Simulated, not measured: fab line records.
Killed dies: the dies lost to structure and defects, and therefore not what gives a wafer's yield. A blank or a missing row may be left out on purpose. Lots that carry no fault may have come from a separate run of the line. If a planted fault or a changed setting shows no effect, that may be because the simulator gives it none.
Chamber matching || flow n5Finfet || lpcvd-01 running N5_DUMMY_GATE_CVD_03: 13 sister chambers
The step deposits a-Si from SiH4, target thk 150 nm, time 8042 s. 13 wafers are shown with their chamber, then 3 later ones without.

== EACH WAFER AND ITS CHAMBER ==
{"wafer": "L746.1", "chamber": "1/65", "spikeTcTopC (C)": 557.1}
{"wafer": "L746.3", "chamber": "1/75", "spikeTcTopC (C)": 557.1}
{"wafer": "L746.6", "chamber": "1/89", "spikeTcTopC (C)": 557.1}
{"wafer": "L748.2", "chamber": "1/20", "spikeTcTopC (C)": 557.1}
{"wafer": "L748.6", "chamber": "1/39", "spikeTcTopC (C)": 557.1}
{"wafer": "L755.1", "chamber": "0/90", "spikeTcTopC (C)": 552.2}
{"wafer": "L755.5", "chamber": "0/109", "spikeTcTopC (C)": 552.2}
{"wafer": "L755.6", "chamber": "0/114", "spikeTcTopC (C)": 552.2}
{"wafer": "L757.1", "chamber": "1/15", "spikeTcTopC (C)": 557.6}
{"wafer": "L757.3", "chamber": "1/25", "spikeTcTopC (C)": 557.6}
{"wafer": "L757.4", "chamber": "1/29", "spikeTcTopC (C)": 557.6}
{"wafer": "L761.3", "chamber": "0/50", "spikeTcTopC (C)": 552.2}
{"wafer": "L761.4", "chamber": "0/54", "spikeTcTopC (C)": 552.2}

== WAFERS WHOSE CHAMBER IS MISSING ==
{"wafer": "L764.3", "spikeTcTopC (C)": 553.2}
{"wafer": "L764.4", "spikeTcTopC (C)": 553.2}
{"wafer": "L766.3", "spikeTcTopC (C)": 552.9}

== WHICH CHAMBER EACH WENT THROUGH ==
{"wafer": "L764.3", "from the rows above": "can't be placed: 0/109 or 0/114 or 0/50 or 0/54 or 0/90", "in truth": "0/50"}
{"wafer": "L764.4", "from the rows above": "can't be placed: 0/109 or 0/114 or 0/50 or 0/54 or 0/90", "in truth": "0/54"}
{"wafer": "L766.3", "from the rows above": "can't be placed: 0/109 or 0/114 or 0/50 or 0/54 or 0/90", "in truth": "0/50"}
Placed correctly: 0 of 3. Unplaceable from these rows: 3, with the true chamber sitting among the candidates in 3. Placed wrongly: 0.
How it was worked out, from the rows above alone: a wafer's distance from a chamber is the root of the sum, over the readings, of the square of ((its reading less the chamber's mean) divided by the reading's scatter). If the next closest chamber is less than 2 further off than the closest, the wafer can't be placed; otherwise it belongs to the closest. A chamber's mean is the mean of its shown wafers. The scatter: root of mean squared gap, hidden wafer to nearest shown wafer, with one shown wafer a chamber.
